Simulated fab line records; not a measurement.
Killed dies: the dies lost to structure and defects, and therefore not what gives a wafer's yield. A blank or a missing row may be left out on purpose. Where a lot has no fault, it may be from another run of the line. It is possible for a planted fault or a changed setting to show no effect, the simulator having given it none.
2 desks, one fault :: flow n5 finfet :: what lay behind the numbers comes last; until then each desk has only its own

== DESK OF THE TOOL OWNER: rie diel-04 ==
The tool's own readings at N5_MOL_CONTACT_COAG_VIA_ETCH_46 (etches SiO2 in C4F6/O2, target depth 46 nm, overetch 9.2 nm, time 40 s): means of the sampled wafers that have a number, for each lot that ran on this tool. Any lot whose mean is over 4 standard deviations away from the usual mean is out of limits and marked OUT; that distance is given in the brackets.
Columns: A = drypump motor current A at N5_MOL_CONTACT_COAG_VIA_ETCH_46, usual 5.8 A; B = oes_f_703_au at N5_MOL_CONTACT_COAG_VIA_ETCH_46, usual 0.78 a.u.; C = oes product au at N5_MOL_CONTACT_COAG_VIA_ETCH_46, usual 0.70 a.u.; D = rf vpp V at N5_MOL_CONTACT_COAG_VIA_ETCH_46, usual 1596 V; E = showerhead plenum p Torr at N5_MOL_CONTACT_COAG_VIA_ETCH_46, usual 2.84 Torr; F = throttle valve pct at N5_MOL_CONTACT_COAG_VIA_ETCH_46, usual 40.9 %
lot: L572
first seen here: day 5 02:34
A: 5.9
B: 0.75
C: 0.67
D: 1590
E: 2.79
F: 40.9

lot: L575
first seen here: day 5 19:43
A: 6.2
B: 0.81
C: 0.73
D: 1603
E: 2.95
F: 40.9

lot: L576
first seen here: day 6 08:16
A: 5.9
B: 0.85
C: 0.76
D: 1610
E: 2.88
F: 40.9

lot: L578
first seen here: day 6 13:52
A: 6.0
B: 0.76
C: 0.66
D: 1595
E: 2.78
F: 40.9
Finding of this desk: none of the 4 lots has anything out of limits.

== METROLOGY DESK ==
What the gauges read for every lot (on any tool): the sampled wafers with a number, averaged. Any lot whose mean is over 4 standard deviations away from the usual mean is out of limits and marked OUT; that distance is given in the brackets. Of its 10 readings 7 are shown: those that lie furthest out on some lot.
Columns: A = DIBL_N at N5_BEOL_M4_RC_MEAS_101, usual 36.3 mV/V; B = IOFF_N at N5_BEOL_M4_RC_MEAS_101, usual 0.157 nA/um; C = IOFF_P at N5_BEOL_M4_RC_MEAS_101, usual 0.206 nA/um; D = ION_N at N5_BEOL_M4_RC_MEAS_101, usual 673 uA/um; E = ION_P at N5_BEOL_M4_RC_MEAS_101, usual 461 uA/um; F = VT_N at N5_BEOL_M4_RC_MEAS_101, usual 249.9 mV; G = VT_P at N5_BEOL_M4_RC_MEAS_101, usual -250.6 mV
lot: L572
first seen here: day 8 00:16
A: 35.3
B: 0.130
C: 0.174
D: 668
E: 455
F: 253.0
G: -254.5

lot: L575
first seen here: day 8 05:05
A: 36.1
B: 0.173
C: 0.198
D: 684
E: 463
F: 249.5
G: -252.2

lot: L578
first seen here: day 9 10:19
A: 38.3
B: 0.181
C: 0.226
D: 686
E: 469
F: 250.7
G: -250.6

lot: L576
first seen here: day 9 12:00
A: 36.6
B: 0.158
C: 0.216
D: 679
E: 464
F: 248.5
G: -251.5

lot: L589
first seen here: day 12 04:47
A: 36.3
B: 0.165
C: 0.200
D: 670
E: 458
F: 248.8
G: -253.0

lot: L591
first seen here: day 12 17:07
A: 36.3
B: 0.133
C: 0.166
D: 664
E: 453
F: 252.3
G: -255.3

lot: L593
first seen here: day 13 01:10
A: 36.0
B: 0.143
C: 0.208
D: 675
E: 468
F: 250.0
G: -247.3

lot: L594
first seen here: day 13 13:49
A: 35.6
B: 0.144
C: 0.188
D: 667
E: 458
F: 251.8
G: -252.5
Finding of this desk: none of the 8 lots has anything out of limits.

== TAKEN TOGETHER ==
Nothing out of limits was seen by the tool owner's desk.
Metrology desk: nothing out of limits seen.

== WHAT THE SIMULATOR PUT IN ==
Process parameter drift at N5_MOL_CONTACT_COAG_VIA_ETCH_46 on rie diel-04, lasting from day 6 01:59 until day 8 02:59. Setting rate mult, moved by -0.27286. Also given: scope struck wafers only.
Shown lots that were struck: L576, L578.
